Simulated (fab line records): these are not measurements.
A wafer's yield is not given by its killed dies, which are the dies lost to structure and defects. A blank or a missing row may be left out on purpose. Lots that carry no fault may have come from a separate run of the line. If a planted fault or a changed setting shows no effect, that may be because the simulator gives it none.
Lot-split experiment -- flow n5_finfet -- 39 wafers read across 7 lots, on a route 1938 steps long

== ON THE SPLIT ==
At N5_HKMG_FIN_CVD_62 (deposits a-Si from Si2H6, target thk 3 nm, time 20.8 s), the setting temp_c was moved away from the recipe's 500 C on 18 of the 39 wafers read, by -4.5% to +4.7%. This setting was run at the recipe's value on the other wafers.

The split's own step is where the reading is taken.

== THE READING ==
a-Si_of_HKMG_FIN_CVD_62.thk_nm (the simulator's own value, which no gauge read), in nm, at N5_HKMG_FIN_CVD_62 (deposits a-Si from Si2H6, target thk 3 nm, time 20.8 s). The file does not state a usual value for it. Average 3.0 nm, standard deviation 0.11 nm, over the 21 wafers here run with the recipe.

wafer,"tool, chamber at the split","temp_c as run, C",against the recipe,"a-Si_of_HKMG_FIN_CVD_62.thk_nm, nm",against lot-mates on the recipe
L079.1,"thermal_cvd_si-01, 0,2,0",500,recipe,3,-
L079.4,"thermal_cvd_si-01, 0,2,0",500,recipe,3,-
L079.6,"thermal_cvd_si-01, 0,2,0",500,recipe,3,-
L079.2,"thermal_cvd_si-01, 1,2,1",490.9,-1.8%,2.2,-0.8
L079.3,"thermal_cvd_si-01, 1,2,1",490.9,-1.8%,2.2,-0.8
L079.5,"thermal_cvd_si-01, 1,2,1",490.9,-1.8%,2.2,-0.8
L086.1,"thermal_cvd_si-02, 0",477.6,-4.5%,1.6,-1.3
L086.2,"thermal_cvd_si-02, 1",477.6,-4.5%,1.4,-1.5
L086.6,"thermal_cvd_si-02, 1",477.6,-4.5%,1.4,-1.5
L086.3,"thermal_cvd_si-02, 2",500,recipe,2.8,-
L086.4,"thermal_cvd_si-02, 0,2",500,recipe,3,-
L086.5,"thermal_cvd_si-02, 0,2",500,recipe,3,-
L089.1,"thermal_cvd_si-01, 1,0,2",518.2,+3.6%,5,+2.1
L089.4,"thermal_cvd_si-01, 1,0,2",518.2,+3.6%,5,+2.1
L089.6,"thermal_cvd_si-01, 1,0,2",518.2,+3.6%,5,+2.1
L089.2,"thermal_cvd_si-01, 0",500,recipe,2.8,-
L089.3,"thermal_cvd_si-01, 2,1",500,recipe,3,-
L089.5,"thermal_cvd_si-01, 2,1",500,recipe,3,-
L090.1,"thermal_cvd_si-02, 1",500,recipe,3.2,-
L090.2,"thermal_cvd_si-02, 0",523.4,+4.7%,6,+2.9
L090.6,"thermal_cvd_si-02, 0",523.4,+4.7%,6,+2.9
L090.3,"thermal_cvd_si-02, 2,1",500,recipe,3,-
L090.5,"thermal_cvd_si-02, 2,1",500,recipe,3,-
L090.4,"thermal_cvd_si-02, 2",523.4,+4.7%,5.8,+2.7
L093.1,"thermal_cvd_si-02, 0,1,0",500,recipe,3,-
L093.3,"thermal_cvd_si-02, 0,1,0",500,recipe,3,-
L093.6,"thermal_cvd_si-02, 0,1,0",500,recipe,3,-
L093.2,"thermal_cvd_si-02, 2,1",513.6,+2.7%,4.4,+1.4
L093.5,"thermal_cvd_si-02, 2,1",513.6,+2.7%,4.4,+1.4
L093.4,"thermal_cvd_si-02, 2",513.6,+2.7%,4.2,+1.2
L092.1,"thermal_cvd_si-01, 2",500,recipe,3.2,-
L092.5,"thermal_cvd_si-01, 2",500,recipe,3.2,-
L092.2,"thermal_cvd_si-01, 1,0",489.8,-2.0%,2.4,-0.7
L092.4,"thermal_cvd_si-01, 1,0",489.8,-2.0%,2.4,-0.7
L092.3,"thermal_cvd_si-01, 0",489.8,-2.0%,2.2,-0.9
L092.6,"thermal_cvd_si-01, 1",500,recipe,3,-
L097.1,"thermal_cvd_si-01, 1,0",500,recipe,3.2,-
L097.3,"thermal_cvd_si-01, 1,0",500,recipe,3.2,-
L097.2,"thermal_cvd_si-01, 2",500,recipe,3,-
Where a row lists several chambers, the file gives one row for several wafers and doesn't say which wafer went through which chamber.

FIT RESULTS
A straight line over all 39 wafers: a-Si_of_HKMG_FIN_CVD_62.thk_nm changes by +0.483 nm for each +1% of temp_c; r = +0.98; the points scatter about the line by 0.25 nm.
The same after taking each lot's own level away (the mean of its wafers on the recipe; 39 wafers): +0.483 nm for each +1%; r = +0.98; scatter 0.25 nm.
That fit puts the effect of the largest move of temp_c on the reading at 2.3 nm.
The span of the lots' own levels, 2.93 to 3.13 nm, comes to 1.8 times the standard deviation stated above.
Hence the lot-to-lot level has little effect on the slope; both slopes agree.
Check: +2.33 nm against its lot-mates is what the line predicts for one of the wafers moved furthest among these (+4.7%) when that wafer is left out of the fit. Against them it came out at +2.93 nm.

== THE OTHER SPLITS THESE WAFERS WENT THROUGH ==
These wafers also went through other splits before the reading. Each is held against what the fit with the lots' levels taken away leaves over:
other split on the same wafers,wafers away from the commonest value,r with a-Si_of_HKMG_FIN_CVD_62.thk_nm (lot level and that fit taken away)
N5_DUMMY_GATE_EXPOSE_12 dose_mj,12,-0.14

== FILE'S OWN FIT ==
a-Si_of_HKMG_FIN_CVD_62.thk_nm changes by +0.488 nm for each +1% of temp_c, r = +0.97.
